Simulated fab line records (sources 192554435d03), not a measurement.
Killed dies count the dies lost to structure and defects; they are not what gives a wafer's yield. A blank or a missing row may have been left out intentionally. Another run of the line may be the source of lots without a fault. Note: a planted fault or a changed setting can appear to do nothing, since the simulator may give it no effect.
Split-lot trial	flow n5Finfet	39 wafers read across 7 lots, on a route 1938 steps long

SPLIT DETAILS
At N5_FIN_CUT_ETCH_21 (etches SOC in N2/H2, target depth 219 nm, overetch 43.8 nm, time 523.5 s), the setting biasW was moved away from the recipe's 61 W on 12 of the 39 wafers read, by -14.0% to +14.4%. This setting was run at the recipe's value on the other wafers.

The reading comes from the split's own step.

THE READING
rfVppV, in V, at N5_FIN_CUT_ETCH_21 (etches SOC in N2/H2, target depth 219 nm, overetch 43.8 nm, time 523.5 s). On this fab line, fault-free wafers typically give 240.8 V with a standard deviation of 1.1 V.

wafer	tool, chamber at the split	biasW as run, W	against the recipe	rfVppV, V	against lot-mates on the recipe
L074.1	rieDiel-02, 3	57.48	-5.8%	230.7	-9.7
L074.2	rieDiel-02, 1	61	recipe	238.8	-
L074.3	rieDiel-02, 0	61	recipe	239.2	-
L074.4	rieDiel-02, 2	61	recipe	243.1	-
L074.5	rieDiel-02, 0	57.48	-5.8%	230.7	-9.7
L074.6	rieDiel-02, 3	57.48	-5.8%	231.4	-9.0
L077.1	rieDiel-02, 2	61	recipe	242.1	-
L077.2	rieDiel-02, 0	61	recipe	240.4	-
L077.3	rieDiel-02, 1	61	recipe	240.5	-
L077.4	rieDiel-02, 3	61	recipe	240.9	-
L077.5	rieDiel-02, 1	61	recipe	240.8	-
L077.6	rieDiel-02, 0	61	recipe	238.9	-
L079.3	rieDiel-02, 2	61	recipe	241.3	-
L079.4	rieDiel-02, 0	61	recipe	242.1	-
L079.5	rieDiel-02, 1	61	recipe	239.9	-
L080.1	rieDiel-05, 2	61	recipe	242.2	-
L080.2	rieDiel-05, 1	61	recipe	240.2	-
L080.3	rieDiel-05, 0	61	recipe	241.7	-
L080.4	rieDiel-05, 3	61	recipe	239.4	-
L080.5	rieDiel-05, 0	61	recipe	241.8	-
L080.6	rieDiel-05, 3	61	recipe	240.2	-
L086.1	rieDiel-02, 1	69.81	+14.4%	261.3	+20.5
L086.2	rieDiel-02, 3	61	recipe	241.0	-
L086.3	rieDiel-02, 0	69.81	+14.4%	262.8	+22.0
L086.4	rieDiel-02, 2	69.81	+14.4%	263.9	+23.1
L086.5	rieDiel-02, 2	61	recipe	241.8	-
L086.6	rieDiel-02, 3	61	recipe	239.6	-
L094.1	rieDiel-02, 0	61	recipe	240.1	-
L094.2	rieDiel-02, 2	52.46	-14.0%	219.5	-20.4
L094.3	rieDiel-02, 1	52.46	-14.0%	218.3	-21.6
L094.4	rieDiel-02, 2	61	recipe	240.3	-
L094.5	rieDiel-02, 0	61	recipe	239.4	-
L094.6	rieDiel-02, 1	52.46	-14.0%	218.1	-21.8
L096.1	rieDiel-05, 0	61	recipe	241.0	-
L096.2	rieDiel-05, 3	61	recipe	237.3	-
L096.3	rieDiel-05, 1	56.68	-7.1%	230.8	-8.4
L096.4	rieDiel-05, 2	56.68	-7.1%	230.7	-8.5
L096.5	rieDiel-05, 3	61	recipe	239.3	-
L096.6	rieDiel-05, 0	56.68	-7.1%	231.0	-8.2

THE FIT
A straight line over all 39 wafers: rfVppV changes by +1.54 V for each +1% of biasW; r = +0.99; the points scatter about the line by 1.2 V.
The same after taking each lot's own level away (the mean of its wafers on the recipe; 39 wafers): +1.49 V for each +1%; r = +0.99; scatter 1.2 V.
Per that fit: largest biasW move, reading shift of 22 V.
The span of the lots' own levels, 239.20 to 241.10 V, comes to 1.7 times the standard deviation stated above.
The two slopes agree, so the slope changes little with the lot-to-lot level.
Check: for one of the wafers moved furthest among these (+14.4%), held out of the fit, the line's prediction against its lot-mates is +21.9 V. It came out at +20.5 V against them.
Tool readings at the split's step, against how far the setting was moved: rfVppV r = +0.99.

THE WHOLE CHAIN: every reading that the file lists as answering this split, in the file's order
step	what it does	reading	change (the file's fit)	r (the file's)
N5_FIN_CUT_ETCH_21	etches SOC in N2/H2, target depth 219 nm, overetch 43.8 nm, time 523.5 s	rfVppV	+1.49 V for each +1% of the setting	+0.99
N5_FIN_CUT_ETCH_21	etches SOC in N2/H2, target depth 219 nm, overetch 43.8 nm, time 523.5 s	SiARC_of_FIN_CUT_COAT_19.thkNm (the simulator's own value, which no gauge read)	-0.0563 nm for each +1% of the setting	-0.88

FILE'S OWN FIT
rfVppV changes by +1.49 V for each +1% of biasW, r = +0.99.
